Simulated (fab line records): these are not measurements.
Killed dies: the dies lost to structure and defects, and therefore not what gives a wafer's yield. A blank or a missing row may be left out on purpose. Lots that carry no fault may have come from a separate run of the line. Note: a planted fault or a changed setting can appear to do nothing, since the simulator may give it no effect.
fab line records / flow n5-finfet
record lots=7 wafers=39
route steps=1938 shown FIN_SAQP@96 DUMMY_GATE@228 HKMG_FIN@413 MOL_CONTACT_COAG@588 BEOL_M4@1111
start-h: hours from the record's opening day to when the first of the lot's shown wafers began / wait-h: time in hours since the lot's previous step / " unchanged from the row above / L1.1+2: a row that stands for several wafers / - no value, or no start given / * or withheld: withheld / < > ~ a bound
route shown NAME@n: a module of which the file shows steps, and the number in the route of the first / usual: mean/standard deviation of fault-free wafers / same: alike in all rows / chamber/n: place in a boat / sites: readings site by site / _std_site: standard deviation across them / _edge_site: the outer-site mean with the inner-site mean subtracted / radius-mm: how far each site lies from the wafer's centre / mask NAME#n: copy n / behind: the most recent tool/chamber to have shaped the wafer / hold: reason for holding the lot/hours on hold/outcome of the hold / device: names the non-switching transistor (n, p or np) / end of line: the tests these same wafers got at the end of their route / where a step has no rows: the recipe by itself / killed: not the wafer's yield, but the dies lost to structure and defects at the first sort / map: the dies of a wafer, with x for killed, . for not killed, _ for no die there
set.NAME: the setting as run; set.NAME@STEP: as run at that earlier step / model.NAME: the simulator's own value behind a step, which no gauge read
lots run with intentionally changed settings; tables by step, rows by wafer
## steps
# step N5_FIN_SAQP_HM_DEP_03
# recipe material=SiNx target-thk-a=380 temp-c=400 precursor=SiH4/NH3/N2 pressure-torr=1.5 rf-w=300 time-s=33.6
# step N5_FIN_SAQP_ETCH_52
# recipe chemistry=N2/H2 target=SOC target-depth-a=1000 overetch-a=200 mask-material=SiARC temp-c=40 time-s=150 ion-energy-ev=200 pressure-mtorr=30 source-w=840 bias-w=150 n2-flow-sccm=200 h2-flow-sccm=200 ends=end-point
# step N5_DUMMY_GATE_EXPOSE_12
# recipe mask-id=GATE na=0.33 source-shape=annular sigma-inner=0.2 sigma-outer=0.6 polarization=unpolarized target-cd-nm=25 dose-mj=34
# step N5_DUMMY_GATE_ETCH_37
# recipe chemistry=N2/H2 target=SOC target-depth-a=600 overetch-a=300 temp-c=40 ion-energy-ev=200 pressure-mtorr=30 source-w=840 bias-w=150 n2-flow-sccm=200 h2-flow-sccm=200
# step N5_HKMG_FIN_CVD_62
# recipe material=a-Si target-thk-a=30 temp-c=500 precursor=Si2H6 pressure-torr=1 time-s=20.8
# step N5_MOL_CONTACT_COAG_ETCH_47
# recipe chemistry=CH3F/O2 target=SiNx target-depth-a=270 mask-material=SiO2 stop-on=W over-etch-frac=0.2 ion-energy-ev=120 endpoint=OES-CN pressure-mtorr=30 source-w=395 bias-w=73 Ar_flow_sccm=150 CH3F_flow_sccm=30 O2_flow_sccm=20 ends=end-point
# step N5_MOL_CONTACT_COAG_ETCH_67
# recipe chemistry=N2/H2 target=SOC target-depth-a=600 overetch-a=210 mask-material=SiARC temp-c=40 time-s=101.2 ion-energy-ev=200 pressure-mtorr=30 source-w=840 bias-w=150 n2-flow-sccm=200 h2-flow-sccm=200
# step N5_BEOL_M4_RC_MEAS_101
# usual DIBL_P=35.8/2 IOFF_N_85C=3.0/0.5 IOFF_P_85C=3.5/0.53 IOFF_P_LIN=0.097/0.014
lot.wafer=L074.1 tool=prober-01 chamber=0 start-h=178.10 wait-h=0.0 set.time-s@FIN_SAQP_HM_DEP_03=33.6 set.source-w@FIN_SAQP_ETCH_52=957 set.dose-mj@DUMMY_GATE_EXPOSE_12=36.11 set.source-w@DUMMY_GATE_ETCH_37=997.8 set.time-s@HKMG_FIN_CVD_62=20.8 set.source-w@MOL_CONTACT_COAG_ETCH_47=395 set.target-depth-a@MOL_CONTACT_COAG_ETCH_67=600 DIBL_P[mV/V]=42.8 IOFF_N_85C[nA/um]=4.8 IOFF_P_85C[nA/um]=5.5 IOFF_P_LIN[nA/um]=0.147
lot.wafer=L074.2 tool=prober-01 chamber=0 start-h=178.10 wait-h=0.0 set.time-s@FIN_SAQP_HM_DEP_03=33.6 set.source-w@FIN_SAQP_ETCH_52=840 set.dose-mj@DUMMY_GATE_EXPOSE_12=34 set.source-w@DUMMY_GATE_ETCH_37=997.8 set.time-s@HKMG_FIN_CVD_62=20.8 set.source-w@MOL_CONTACT_COAG_ETCH_47=395 set.target-depth-a@MOL_CONTACT_COAG_ETCH_67=600 DIBL_P[mV/V]=38.5 IOFF_N_85C[nA/um]=3.8 IOFF_P_85C[nA/um]=4.2 IOFF_P_LIN[nA/um]=0.114
lot.wafer=L074.3 tool=prober-01 chamber=0 start-h=178.10 wait-h=0.0 set.time-s@FIN_SAQP_HM_DEP_03=33.6 set.source-w@FIN_SAQP_ETCH_52=840 set.dose-mj@DUMMY_GATE_EXPOSE_12=36.11 set.source-w@DUMMY_GATE_ETCH_37=840 set.time-s@HKMG_FIN_CVD_62=20.6 set.source-w@MOL_CONTACT_COAG_ETCH_47=395 set.target-depth-a@MOL_CONTACT_COAG_ETCH_67=600 DIBL_P[mV/V]=40.7 IOFF_N_85C[nA/um]=4.6 IOFF_P_85C[nA/um]=5.0 IOFF_P_LIN[nA/um]=0.133
lot.wafer=L074.4 tool=prober-01 chamber=0 start-h=178.10 wait-h=0.0 set.time-s@FIN_SAQP_HM_DEP_03=30.43 set.source-w@FIN_SAQP_ETCH_52=840 set.dose-mj@DUMMY_GATE_EXPOSE_12=36.11 set.source-w@DUMMY_GATE_ETCH_37=840 set.time-s@HKMG_FIN_CVD_62=20.6 set.source-w@MOL_CONTACT_COAG_ETCH_47=395 set.target-depth-a@MOL_CONTACT_COAG_ETCH_67=600 DIBL_P[mV/V]=41.9 IOFF_N_85C[nA/um]=4.9 IOFF_P_85C[nA/um]=5.2 IOFF_P_LIN[nA/um]=0.137
lot.wafer=L074.5 tool=prober-01 chamber=0 start-h=178.10 wait-h=0.0 set.time-s@FIN_SAQP_HM_DEP_03=30.43 set.source-w@FIN_SAQP_ETCH_52=957 set.dose-mj@DUMMY_GATE_EXPOSE_12=34 set.source-w@DUMMY_GATE_ETCH_37=840 set.time-s@HKMG_FIN_CVD_62=20.8 set.source-w@MOL_CONTACT_COAG_ETCH_47=395 set.target-depth-a@MOL_CONTACT_COAG_ETCH_67=600 DIBL_P[mV/V]=37.9 IOFF_N_85C[nA/um]=3.7 IOFF_P_85C[nA/um]=4.0 IOFF_P_LIN[nA/um]=0.111
lot.wafer=L074.6 tool=prober-01 chamber=0 start-h=178.10 wait-h=0.0 set.time-s@FIN_SAQP_HM_DEP_03=30.43 set.source-w@FIN_SAQP_ETCH_52=957 set.dose-mj@DUMMY_GATE_EXPOSE_12=34 set.source-w@DUMMY_GATE_ETCH_37=997.8 set.time-s@HKMG_FIN_CVD_62=20.6 set.source-w@MOL_CONTACT_COAG_ETCH_47=395 set.target-depth-a@MOL_CONTACT_COAG_ETCH_67=600 DIBL_P[mV/V]=39.5 IOFF_N_85C[nA/um]=4.3 IOFF_P_85C[nA/um]=4.7 IOFF_P_LIN[nA/um]=0.128
lot.wafer=L078.1 tool=prober-01 chamber=0 start-h=195.27 wait-h=0.0 set.time-s@FIN_SAQP_HM_DEP_03=33.6 set.source-w@FIN_SAQP_ETCH_52=693.4 set.dose-mj@DUMMY_GATE_EXPOSE_12=34 set.source-w@DUMMY_GATE_ETCH_37=840 set.time-s@HKMG_FIN_CVD_62=20.8 set.source-w@MOL_CONTACT_COAG_ETCH_47=395 set.target-depth-a@MOL_CONTACT_COAG_ETCH_67=600 DIBL_P[mV/V]=34.8 IOFF_N_85C[nA/um]=3.0 IOFF_P_85C[nA/um]=4.0 IOFF_P_LIN[nA/um]=0.112
lot.wafer=L078.2 tool=prober-01 chamber=0 start-h=195.27 wait-h=0.0 set.time-s@FIN_SAQP_HM_DEP_03=33.6 set.source-w@FIN_SAQP_ETCH_52=693.4 set.dose-mj@DUMMY_GATE_EXPOSE_12=36.48 set.source-w@DUMMY_GATE_ETCH_37=973.2 set.time-s@HKMG_FIN_CVD_62=20.8 set.source-w@MOL_CONTACT_COAG_ETCH_47=395 set.target-depth-a@MOL_CONTACT_COAG_ETCH_67=523.1 DIBL_P[mV/V]=44.3 IOFF_N_85C[nA/um]=6.1 IOFF_P_85C[nA/um]=7.2 IOFF_P_LIN[nA/um]=0.180
lot.wafer=L078.3 tool=prober-01 chamber=0 start-h=195.27 wait-h=0.0 set.time-s@FIN_SAQP_HM_DEP_03=33.6 set.source-w@FIN_SAQP_ETCH_52=840 set.dose-mj@DUMMY_GATE_EXPOSE_12=34 set.source-w@DUMMY_GATE_ETCH_37=840 set.time-s@HKMG_FIN_CVD_62=20.8 set.source-w@MOL_CONTACT_COAG_ETCH_47=395 set.target-depth-a@MOL_CONTACT_COAG_ETCH_67=523.1 DIBL_P[mV/V]=38.9 IOFF_N_85C[nA/um]=4.2 IOFF_P_85C[nA/um]=5.3 IOFF_P_LIN[nA/um]=0.142
lot.wafer=L078.4 tool=prober-01 chamber=0 start-h=195.27 wait-h=0.0 set.time-s@FIN_SAQP_HM_DEP_03=33.6 set.source-w@FIN_SAQP_ETCH_52=840 set.dose-mj@DUMMY_GATE_EXPOSE_12=34 set.source-w@DUMMY_GATE_ETCH_37=973.2 set.time-s@HKMG_FIN_CVD_62=20.95 set.source-w@MOL_CONTACT_COAG_ETCH_47=395 set.target-depth-a@MOL_CONTACT_COAG_ETCH_67=600 DIBL_P[mV/V]=33.8 IOFF_N_85C[nA/um]=2.7 IOFF_P_85C[nA/um]=3.8 IOFF_P_LIN[nA/um]=0.106
lot.wafer=L078.5 tool=prober-01 chamber=0 start-h=195.27 wait-h=0.0 set.time-s@FIN_SAQP_HM_DEP_03=33.6 set.source-w@FIN_SAQP_ETCH_52=693.4 set.dose-mj@DUMMY_GATE_EXPOSE_12=36.48 set.source-w@DUMMY_GATE_ETCH_37=973.2 set.time-s@HKMG_FIN_CVD_62=20.95 set.source-w@MOL_CONTACT_COAG_ETCH_47=395 set.target-depth-a@MOL_CONTACT_COAG_ETCH_67=523.1 DIBL_P[mV/V]=42.7 IOFF_N_85C[nA/um]=5.6 IOFF_P_85C[nA/um]=6.6 IOFF_P_LIN[nA/um]=0.168
lot.wafer=L078.6 tool=prober-01 chamber=0 start-h=195.27 wait-h=0.0 set.time-s@FIN_SAQP_HM_DEP_03=33.6 set.source-w@FIN_SAQP_ETCH_52=840 set.dose-mj@DUMMY_GATE_EXPOSE_12=36.48 set.source-w@DUMMY_GATE_ETCH_37=840 set.time-s@HKMG_FIN_CVD_62=20.95 set.source-w@MOL_CONTACT_COAG_ETCH_47=395 set.target-depth-a@MOL_CONTACT_COAG_ETCH_67=600 DIBL_P[mV/V]=40.4 IOFF_N_85C[nA/um]=4.8 IOFF_P_85C[nA/um]=5.7 IOFF_P_LIN[nA/um]=0.149
lot.wafer=L079.1 tool=prober-02 chamber=0 start-h=200.82 wait-h=0.0 set.time-s@FIN_SAQP_HM_DEP_03=33.6 set.source-w@FIN_SAQP_ETCH_52=840 set.dose-mj@DUMMY_GATE_EXPOSE_12=34 set.source-w@DUMMY_GATE_ETCH_37=840 set.time-s@HKMG_FIN_CVD_62=21.04 set.source-w@MOL_CONTACT_COAG_ETCH_47=395 set.target-depth-a@MOL_CONTACT_COAG_ETCH_67=648.2 DIBL_P[mV/V]=33.7 IOFF_N_85C[nA/um]=2.4 IOFF_P_85C[nA/um]=2.6 IOFF_P_LIN[nA/um]=0.076
lot.wafer=L079.2 tool=prober-02 chamber=0 start-h=200.82 wait-h=0.0 set.time-s@FIN_SAQP_HM_DEP_03=30.61 set.source-w@FIN_SAQP_ETCH_52=936 set.dose-mj@DUMMY_GATE_EXPOSE_12=34 set.source-w@DUMMY_GATE_ETCH_37=840 set.time-s@HKMG_FIN_CVD_62=21.04 set.source-w@MOL_CONTACT_COAG_ETCH_47=395 set.target-depth-a@MOL_CONTACT_COAG_ETCH_67=648.2 DIBL_P[mV/V]=36.7 IOFF_N_85C[nA/um]=2.7 IOFF_P_85C[nA/um]=3.1 IOFF_P_LIN[nA/um]=0.086
lot.wafer=L079.3 tool=prober-02 chamber=0 start-h=200.82 wait-h=0.0 set.time-s@FIN_SAQP_HM_DEP_03=30.61 set.source-w@FIN_SAQP_ETCH_52=840 set.dose-mj@DUMMY_GATE_EXPOSE_12=34 set.source-w@DUMMY_GATE_ETCH_37=840 set.time-s@HKMG_FIN_CVD_62=21.04 set.source-w@MOL_CONTACT_COAG_ETCH_47=395 set.target-depth-a@MOL_CONTACT_COAG_ETCH_67=600 DIBL_P[mV/V]=37.0 IOFF_N_85C[nA/um]=3.2 IOFF_P_85C[nA/um]=3.2 IOFF_P_LIN[nA/um]=0.088
lot.wafer=L079.4 tool=prober-02 chamber=0 start-h=200.82 wait-h=0.0 set.time-s@FIN_SAQP_HM_DEP_03=33.6 set.source-w@FIN_SAQP_ETCH_52=936 set.dose-mj@DUMMY_GATE_EXPOSE_12=34 set.source-w@DUMMY_GATE_ETCH_37=840 set.time-s@HKMG_FIN_CVD_62=20.8 set.source-w@MOL_CONTACT_COAG_ETCH_47=395 set.target-depth-a@MOL_CONTACT_COAG_ETCH_67=600 DIBL_P[mV/V]=35.5 IOFF_N_85C[nA/um]=2.8 IOFF_P_85C[nA/um]=3.1 IOFF_P_LIN[nA/um]=0.089
lot.wafer=L079.5 tool=prober-02 chamber=0 start-h=200.82 wait-h=0.0 set.time-s@FIN_SAQP_HM_DEP_03=33.6 set.source-w@FIN_SAQP_ETCH_52=936 set.dose-mj@DUMMY_GATE_EXPOSE_12=34 set.source-w@DUMMY_GATE_ETCH_37=840 set.time-s@HKMG_FIN_CVD_62=20.8 set.source-w@MOL_CONTACT_COAG_ETCH_47=395 set.target-depth-a@MOL_CONTACT_COAG_ETCH_67=600 DIBL_P[mV/V]=36.9 IOFF_N_85C[nA/um]=2.8 IOFF_P_85C[nA/um]=3.3 IOFF_P_LIN[nA/um]=0.091
lot.wafer=L079.6 tool=prober-02 chamber=0 start-h=200.82 wait-h=0.0 set.time-s@FIN_SAQP_HM_DEP_03=30.61 set.source-w@FIN_SAQP_ETCH_52=840 set.dose-mj@DUMMY_GATE_EXPOSE_12=34 set.source-w@DUMMY_GATE_ETCH_37=840 set.time-s@HKMG_FIN_CVD_62=20.8 set.source-w@MOL_CONTACT_COAG_ETCH_47=395 set.target-depth-a@MOL_CONTACT_COAG_ETCH_67=648.2 DIBL_P[mV/V]=34.1 IOFF_N_85C[nA/um]=2.6 IOFF_P_85C[nA/um]=2.9 IOFF_P_LIN[nA/um]=0.083
lot.wafer=L081.1 tool=prober-01 chamber=0 start-h=208.96 wait-h=0.0 set.time-s@FIN_SAQP_HM_DEP_03=33.6 set.source-w@FIN_SAQP_ETCH_52=840 set.dose-mj@DUMMY_GATE_EXPOSE_12=34 set.source-w@DUMMY_GATE_ETCH_37=758.9 set.time-s@HKMG_FIN_CVD_62=20.8 set.source-w@MOL_CONTACT_COAG_ETCH_47=344.2 set.target-depth-a@MOL_CONTACT_COAG_ETCH_67=628.2 DIBL_P[mV/V]=38.9 IOFF_N_85C[nA/um]=3.7 IOFF_P_85C[nA/um]=3.9 IOFF_P_LIN[nA/um]=0.105
lot.wafer=L081.2 tool=prober-01 chamber=0 start-h=208.96 wait-h=0.0 set.time-s@FIN_SAQP_HM_DEP_03=33.6 set.source-w@FIN_SAQP_ETCH_52=840 set.dose-mj@DUMMY_GATE_EXPOSE_12=32.9 set.source-w@DUMMY_GATE_ETCH_37=840 set.time-s@HKMG_FIN_CVD_62=20.8 set.source-w@MOL_CONTACT_COAG_ETCH_47=344.2 set.target-depth-a@MOL_CONTACT_COAG_ETCH_67=628.2 DIBL_P[mV/V]=34.0 IOFF_N_85C[nA/um]=2.6 IOFF_P_85C[nA/um]=3.0 IOFF_P_LIN[nA/um]=0.084
lot.wafer=L081.3 tool=prober-01 chamber=0 start-h=208.96 wait-h=0.0 set.time-s@FIN_SAQP_HM_DEP_03=33.6 set.source-w@FIN_SAQP_ETCH_52=840 set.dose-mj@DUMMY_GATE_EXPOSE_12=32.9 set.source-w@DUMMY_GATE_ETCH_37=840 set.time-s@HKMG_FIN_CVD_62=20.7 set.source-w@MOL_CONTACT_COAG_ETCH_47=395 set.target-depth-a@MOL_CONTACT_COAG_ETCH_67=600 DIBL_P[mV/V]=34.7 IOFF_N_85C[nA/um]=2.8 IOFF_P_85C[nA/um]=3.1 IOFF_P_LIN[nA/um]=0.086
lot.wafer=L081.4 tool=prober-01 chamber=0 start-h=208.96 wait-h=0.0 set.time-s@FIN_SAQP_HM_DEP_03=33.6 set.source-w@FIN_SAQP_ETCH_52=840 set.dose-mj@DUMMY_GATE_EXPOSE_12=32.9 set.source-w@DUMMY_GATE_ETCH_37=758.9 set.time-s@HKMG_FIN_CVD_62=20.8 set.source-w@MOL_CONTACT_COAG_ETCH_47=395 set.target-depth-a@MOL_CONTACT_COAG_ETCH_67=600 DIBL_P[mV/V]=34.6 IOFF_N_85C[nA/um]=2.6 IOFF_P_85C[nA/um]=3.0 IOFF_P_LIN[nA/um]=0.086
lot.wafer=L081.5 tool=prober-01 chamber=0 start-h=208.96 wait-h=0.0 set.time-s@FIN_SAQP_HM_DEP_03=33.6 set.source-w@FIN_SAQP_ETCH_52=840 set.dose-mj@DUMMY_GATE_EXPOSE_12=34 set.source-w@DUMMY_GATE_ETCH_37=758.9 set.time-s@HKMG_FIN_CVD_62=20.7 set.source-w@MOL_CONTACT_COAG_ETCH_47=395 set.target-depth-a@MOL_CONTACT_COAG_ETCH_67=628.2 DIBL_P[mV/V]=35.8 IOFF_N_85C[nA/um]=2.8 IOFF_P_85C[nA/um]=3.3 IOFF_P_LIN[nA/um]=0.092
lot.wafer=L081.6 tool=prober-01 chamber=0 start-h=208.96 wait-h=0.0 set.time-s@FIN_SAQP_HM_DEP_03=33.6 set.source-w@FIN_SAQP_ETCH_52=840 set.dose-mj@DUMMY_GATE_EXPOSE_12=34 set.source-w@DUMMY_GATE_ETCH_37=840 set.time-s@HKMG_FIN_CVD_62=20.7 set.source-w@MOL_CONTACT_COAG_ETCH_47=344.2 set.target-depth-a@MOL_CONTACT_COAG_ETCH_67=600 DIBL_P[mV/V]=38.2 IOFF_N_85C[nA/um]=3.6 IOFF_P_85C[nA/um]=3.9 IOFF_P_LIN[nA/um]=0.106
lot.wafer=L088.1 tool=prober-02 chamber=0 start-h=261.88 wait-h=0.0 set.time-s@FIN_SAQP_HM_DEP_03=33.6 set.source-w@FIN_SAQP_ETCH_52=719.9 set.dose-mj@DUMMY_GATE_EXPOSE_12=31.76 set.source-w@DUMMY_GATE_ETCH_37=840 set.time-s@HKMG_FIN_CVD_62=20.6 set.source-w@MOL_CONTACT_COAG_ETCH_47=395 set.target-depth-a@MOL_CONTACT_COAG_ETCH_67=536.7 DIBL_P[mV/V]=29.7 IOFF_N_85C[nA/um]=1.8 IOFF_P_85C[nA/um]=2.2 IOFF_P_LIN[nA/um]=0.065
lot.wafer=L088.2 tool=prober-02 chamber=0 start-h=261.88 wait-h=0.0 set.time-s@FIN_SAQP_HM_DEP_03=33.6 set.source-w@FIN_SAQP_ETCH_52=719.9 set.dose-mj@DUMMY_GATE_EXPOSE_12=31.76 set.source-w@DUMMY_GATE_ETCH_37=840 set.time-s@HKMG_FIN_CVD_62=20.8 set.source-w@MOL_CONTACT_COAG_ETCH_47=370.3 set.target-depth-a@MOL_CONTACT_COAG_ETCH_67=536.7 DIBL_P[mV/V]=32.3 IOFF_N_85C[nA/um]=2.2 IOFF_P_85C[nA/um]=2.6 IOFF_P_LIN[nA/um]=0.073
lot.wafer=L088.3 tool=prober-02 chamber=0 start-h=261.88 wait-h=0.0 set.time-s@FIN_SAQP_HM_DEP_03=33.6 set.source-w@FIN_SAQP_ETCH_52=719.9 set.dose-mj@DUMMY_GATE_EXPOSE_12=34 set.source-w@DUMMY_GATE_ETCH_37=746.5 set.time-s@HKMG_FIN_CVD_62=20.6 set.source-w@MOL_CONTACT_COAG_ETCH_47=370.3 set.target-depth-a@MOL_CONTACT_COAG_ETCH_67=536.7 DIBL_P[mV/V]=36.3 IOFF_N_85C[nA/um]=2.9 IOFF_P_85C[nA/um]=3.1 IOFF_P_LIN[nA/um]=0.085
lot.wafer=L088.4 tool=prober-02 chamber=0 start-h=261.88 wait-h=0.0 set.time-s@FIN_SAQP_HM_DEP_03=33.6 set.source-w@FIN_SAQP_ETCH_52=840 set.dose-mj@DUMMY_GATE_EXPOSE_12=34 set.source-w@DUMMY_GATE_ETCH_37=840 set.time-s@HKMG_FIN_CVD_62=20.8 set.source-w@MOL_CONTACT_COAG_ETCH_47=395 set.target-depth-a@MOL_CONTACT_COAG_ETCH_67=600 DIBL_P[mV/V]=38.0 IOFF_N_85C[nA/um]=3.1 IOFF_P_85C[nA/um]=3.6 IOFF_P_LIN[nA/um]=0.095
lot.wafer=L088.5 tool=prober-02 chamber=0 start-h=261.88 wait-h=0.0 set.time-s@FIN_SAQP_HM_DEP_03=33.6 set.source-w@FIN_SAQP_ETCH_52=840 set.dose-mj@DUMMY_GATE_EXPOSE_12=34 set.source-w@DUMMY_GATE_ETCH_37=746.5 set.time-s@HKMG_FIN_CVD_62=20.8 set.source-w@MOL_CONTACT_COAG_ETCH_47=395 set.target-depth-a@MOL_CONTACT_COAG_ETCH_67=600 DIBL_P[mV/V]=37.1 IOFF_N_85C[nA/um]=2.9 IOFF_P_85C[nA/um]=3.4 IOFF_P_LIN[nA/um]=0.092
lot.wafer=L088.6 tool=prober-02 chamber=0 start-h=261.88 wait-h=0.0 set.time-s@FIN_SAQP_HM_DEP_03=33.6 set.source-w@FIN_SAQP_ETCH_52=840 set.dose-mj@DUMMY_GATE_EXPOSE_12=31.76 set.source-w@DUMMY_GATE_ETCH_37=746.5 set.time-s@HKMG_FIN_CVD_62=20.6 set.source-w@MOL_CONTACT_COAG_ETCH_47=370.3 set.target-depth-a@MOL_CONTACT_COAG_ETCH_67=600 DIBL_P[mV/V]=30.7 IOFF_N_85C[nA/um]=2.1 IOFF_P_85C[nA/um]=2.5 IOFF_P_LIN[nA/um]=0.072
lot.wafer=L095.1 tool=prober-01 chamber=0 start-h=297.97 wait-h=0.0 set.time-s@FIN_SAQP_HM_DEP_03=33.6 set.source-w@FIN_SAQP_ETCH_52=840 set.dose-mj@DUMMY_GATE_EXPOSE_12=35.59 set.source-w@DUMMY_GATE_ETCH_37=840 set.time-s@HKMG_FIN_CVD_62=20.8 set.source-w@MOL_CONTACT_COAG_ETCH_47=395 set.target-depth-a@MOL_CONTACT_COAG_ETCH_67=600 DIBL_P[mV/V]=39.4 IOFF_N_85C[nA/um]=3.5 IOFF_P_85C[nA/um]=3.9 IOFF_P_LIN[nA/um]=0.105
lot.wafer=L095.2 tool=prober-01 chamber=0 start-h=297.97 wait-h=0.0 set.time-s@FIN_SAQP_HM_DEP_03=33.6 set.source-w@FIN_SAQP_ETCH_52=840 set.dose-mj@DUMMY_GATE_EXPOSE_12=34 set.source-w@DUMMY_GATE_ETCH_37=733.1 set.time-s@HKMG_FIN_CVD_62=20.8 set.source-w@MOL_CONTACT_COAG_ETCH_47=395 set.target-depth-a@MOL_CONTACT_COAG_ETCH_67=600 DIBL_P[mV/V]=31.0 IOFF_N_85C[nA/um]=2.0 IOFF_P_85C[nA/um]=2.4 IOFF_P_LIN[nA/um]=0.069
lot.wafer=L095.3 tool=prober-01 chamber=0 start-h=297.97 wait-h=0.0 set.time-s@FIN_SAQP_HM_DEP_03=38.87 set.source-w@FIN_SAQP_ETCH_52=840 set.dose-mj@DUMMY_GATE_EXPOSE_12=34 set.source-w@DUMMY_GATE_ETCH_37=733.1 set.time-s@HKMG_FIN_CVD_62=20.8 set.source-w@MOL_CONTACT_COAG_ETCH_47=395 set.target-depth-a@MOL_CONTACT_COAG_ETCH_67=600 DIBL_P[mV/V]=35.8 IOFF_N_85C[nA/um]=2.9 IOFF_P_85C[nA/um]=3.2 IOFF_P_LIN[nA/um]=0.088
lot.wafer=L095.4 tool=prober-01 chamber=0 start-h=297.97 wait-h=0.0 set.time-s@FIN_SAQP_HM_DEP_03=38.87 set.source-w@FIN_SAQP_ETCH_52=840 set.dose-mj@DUMMY_GATE_EXPOSE_12=35.59 set.source-w@DUMMY_GATE_ETCH_37=733.1 set.time-s@HKMG_FIN_CVD_62=20.55 set.source-w@MOL_CONTACT_COAG_ETCH_47=395 set.target-depth-a@MOL_CONTACT_COAG_ETCH_67=600 DIBL_P[mV/V]=37.3 IOFF_N_85C[nA/um]=3.0 IOFF_P_85C[nA/um]=3.5 IOFF_P_LIN[nA/um]=0.095
lot.wafer=L095.5 tool=prober-01 chamber=0 start-h=297.97 wait-h=0.0 set.time-s@FIN_SAQP_HM_DEP_03=38.87 set.source-w@FIN_SAQP_ETCH_52=840 set.dose-mj@DUMMY_GATE_EXPOSE_12=35.59 set.source-w@DUMMY_GATE_ETCH_37=840 set.time-s@HKMG_FIN_CVD_62=20.55 set.source-w@MOL_CONTACT_COAG_ETCH_47=395 set.target-depth-a@MOL_CONTACT_COAG_ETCH_67=600 DIBL_P[mV/V]=37.9 IOFF_N_85C[nA/um]=3.0 IOFF_P_85C[nA/um]=3.5 IOFF_P_LIN[nA/um]=0.094
lot.wafer=L095.6 tool=prober-01 chamber=0 start-h=297.97 wait-h=0.0 set.time-s@FIN_SAQP_HM_DEP_03=33.6 set.source-w@FIN_SAQP_ETCH_52=840 set.dose-mj@DUMMY_GATE_EXPOSE_12=34 set.source-w@DUMMY_GATE_ETCH_37=840 set.time-s@HKMG_FIN_CVD_62=20.55 set.source-w@MOL_CONTACT_COAG_ETCH_47=395 set.target-depth-a@MOL_CONTACT_COAG_ETCH_67=600 DIBL_P[mV/V]=35.2 IOFF_N_85C[nA/um]=2.8 IOFF_P_85C[nA/um]=3.1 IOFF_P_LIN[nA/um]=0.086
lot.wafer=L094.3 tool=prober-02 chamber=0 start-h=299.40 wait-h=0.3 set.time-s@FIN_SAQP_HM_DEP_03=33.6 set.source-w@FIN_SAQP_ETCH_52=840 set.dose-mj@DUMMY_GATE_EXPOSE_12=34 set.source-w@DUMMY_GATE_ETCH_37=840 set.time-s@HKMG_FIN_CVD_62=20.8 set.source-w@MOL_CONTACT_COAG_ETCH_47=395 set.target-depth-a@MOL_CONTACT_COAG_ETCH_67=600 DIBL_P[mV/V]=37.7 IOFF_N_85C[nA/um]=3.4 IOFF_P_85C[nA/um]=4.0 IOFF_P_LIN[nA/um]=0.106
lot.wafer=L094.4 tool=prober-02 chamber=0 start-h=299.40 wait-h=0.3 set.time-s@FIN_SAQP_HM_DEP_03=33.6 set.source-w@FIN_SAQP_ETCH_52=840 set.dose-mj@DUMMY_GATE_EXPOSE_12=34 set.source-w@DUMMY_GATE_ETCH_37=840 set.time-s@HKMG_FIN_CVD_62=20.8 set.source-w@MOL_CONTACT_COAG_ETCH_47=395 set.target-depth-a@MOL_CONTACT_COAG_ETCH_67=600 DIBL_P[mV/V]=36.0 IOFF_N_85C[nA/um]=3.3 IOFF_P_85C[nA/um]=3.6 IOFF_P_LIN[nA/um]=0.095
lot.wafer=L094.5 tool=prober-02 chamber=0 start-h=299.40 wait-h=0.3 set.time-s@FIN_SAQP_HM_DEP_03=33.6 set.source-w@FIN_SAQP_ETCH_52=840 set.dose-mj@DUMMY_GATE_EXPOSE_12=34 set.source-w@DUMMY_GATE_ETCH_37=840 set.time-s@HKMG_FIN_CVD_62=20.8 set.source-w@MOL_CONTACT_COAG_ETCH_47=395 set.target-depth-a@MOL_CONTACT_COAG_ETCH_67=600 DIBL_P[mV/V]=33.2 IOFF_N_85C[nA/um]=2.5 IOFF_P_85C[nA/um]=3.0 IOFF_P_LIN[nA/um]=0.081
## key
split step=N5_FIN_SAQP_HM_DEP_03 setting=time-s stated-as=33.6
response none clear
split step=N5_FIN_SAQP_ETCH_52 setting=source-w stated-as=840
response none clear
split step=N5_DUMMY_GATE_EXPOSE_12 setting=dose-mj stated-as=34
response step=N5_BEOL_M4_RC_MEAS_101 reading=DIBL_P slope=+0.857 per=1% together-with=all explained=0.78
response step=N5_BEOL_M4_RC_MEAS_101 reading=IOFF_P_85C slope=+0.205 per=1% together-with=all explained=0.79
response step=N5_BEOL_M4_RC_MEAS_101 reading=IOFF_N_85C slope=+0.202 per=1% together-with=all explained=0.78
response step=N5_BEOL_M4_RC_MEAS_101 reading=IOFF_P_LIN slope=+0.00453 per=1% together-with=all explained=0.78
split step=N5_DUMMY_GATE_ETCH_37 setting=source-w stated-as=840
response none clear
split step=N5_HKMG_FIN_CVD_62 setting=time-s stated-as=20.8
response none clear
split step=N5_MOL_CONTACT_COAG_ETCH_47 setting=source-w stated-as=395
response none clear
split step=N5_MOL_CONTACT_COAG_ETCH_67 setting=target-depth-a stated-as=600
response none clear
